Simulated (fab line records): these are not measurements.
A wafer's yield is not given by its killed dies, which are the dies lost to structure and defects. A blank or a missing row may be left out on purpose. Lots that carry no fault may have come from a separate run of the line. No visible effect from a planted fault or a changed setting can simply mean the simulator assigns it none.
8D (eight disciplines) problem report, filled in by code || flow n5_finfet || the parts of the form that need people (team, actions taken, sign-off) are left out

## 1. THE ISSUE
A mean of 69.87 sccm is read at N5_BEOL_M13_ETCH_67 for cf4_flow_sccm, taken on 1 wafer of 1 lot, against 99.97 sccm (standard deviation 0.27) on wafers free of any fault. That is -99 or more standard deviations from the usual mean.
The step: etches SiARC in CF4, target depth 143 nm, time 238.3 s.
First observed at day 14 14:02: wafer L520.6, on rie_diel-03. The record holds 29 wafers of 10 lots with a number at this step. The rule behind "out" and "out of limits": a value lying over 4 standard deviations away from the usual mean. All remaining wafers that have a number are taken as sound.

## 2. WHAT THIS IS AND IS NOT
{"question": "which readings at this step", "is": "cf4_flow_sccm, throttle_valve_pct", "is not": "drypump_motor_current_A, etch_rf_on_time_s, oes_product_au, rf_vpp_V"}
{"question": "which lots", "is": "L520", "is not": "L507, L508, L509, L510, L515, L523, L524, L529, L530"}
{"question": "which wafers of those lots", "is": "L520.6", "is not": "L520.1, L520.5"}
{"question": "read on which tools", "is": "rie_diel-03", "is not": "rie_diel-01, rie_diel-04"}
{"question": "when", "is": "from day 14 14:02", "is not": "up to then (16 sound wafers); but 12 sound wafers of L523, L524, L529, L530 came after"}

## 3. WHAT RULES OUT EACH SUSPECT
Counting: any tool at a process step up to the reading remains a suspect provided it ran every lot that is out. Sound lots after the first of them don't rule it out here, since some wafers of a struck lot are sound.
- rie_diel-01 at N5_BEOL_M13_ETCH_59 (etches BARC in N2/H2, target depth 89 nm, overetch 26.7 nm, time 67.9 s): kept. It processed L520, the lot that is out, at day 14 12:59, and its most recent sound lot before then was L508 at day 11 03:51.
- rie_diel-03 at N5_BEOL_M13_ETCH_67 (etches SiARC in CF4, target depth 143 nm, time 238.3 s): kept. It processed L520, the lot that is out, at day 14 14:02, and its most recent sound lot before then was L510 at day 11 12:33. Out on those wafers are its own readings of cf4_flow_sccm, throttle_valve_pct.
- At N5_BEOL_M13_ETCH_59 on rie_diel-01, chamber 0 took the sound wafers of the same lots and chamber 2 took the wafers that are out.
- At N5_BEOL_M13_ETCH_67, inside rie_diel-03: chamber 1 took the wafers that are out, while their sound lot-mates went through chambers 0, 2.
Left after counting: rie_diel-01 at N5_BEOL_M13_ETCH_59, rie_diel-03 at N5_BEOL_M13_ETCH_67.

## 4. THE CAUSE (what the simulator had put in)
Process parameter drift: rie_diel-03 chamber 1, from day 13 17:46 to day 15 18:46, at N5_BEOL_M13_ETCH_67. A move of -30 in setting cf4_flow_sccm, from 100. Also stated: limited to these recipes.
Counting leaves 2 suspects; this tool is one of them.

## 5. SEQUENCE OF EFFECTS, ordered by route
Each row: a reading where the mean over the struck wafers with a number is more than 3 standard deviations away from the usual. Only readings whose record carries a usual standard deviation are examined. hours: median over the lots of the time between each lot's start at the first step of this table that gives one and its start at this step. sigmas: the change, counted in usual standard deviations.
{"hours": 0, "step": "N5_BEOL_M13_ETCH_67", "reading": "cf4_flow_sccm", "usual": "99.97 sccm", "on struck wafers": 69.87, "change": -30.10, "sigmas": "-99 or more"}
{"hours": 0, "step": "N5_BEOL_M13_ETCH_67", "reading": "showerhead_plenum_p_Torr", "usual": "2.16 Torr", "on struck wafers": 1.91, "change": -0.25, "sigmas": -3.7}
{"hours": 0, "step": "N5_BEOL_M13_ETCH_67", "reading": "throttle_valve_pct", "usual": "15.59 %", "on struck wafers": 14.31, "change": -1.28, "sigmas": -5.6}
Its process steps:
- N5_BEOL_M13_ETCH_67: etches SiARC in CF4, target depth 143 nm, time 238.3 s.

## 6. HOW IT WOULD HAVE BEEN CAUGHT EARLIER
In this record no reading fell out of limits until day 14 14:02, 20 hours after the fault had begun at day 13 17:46.
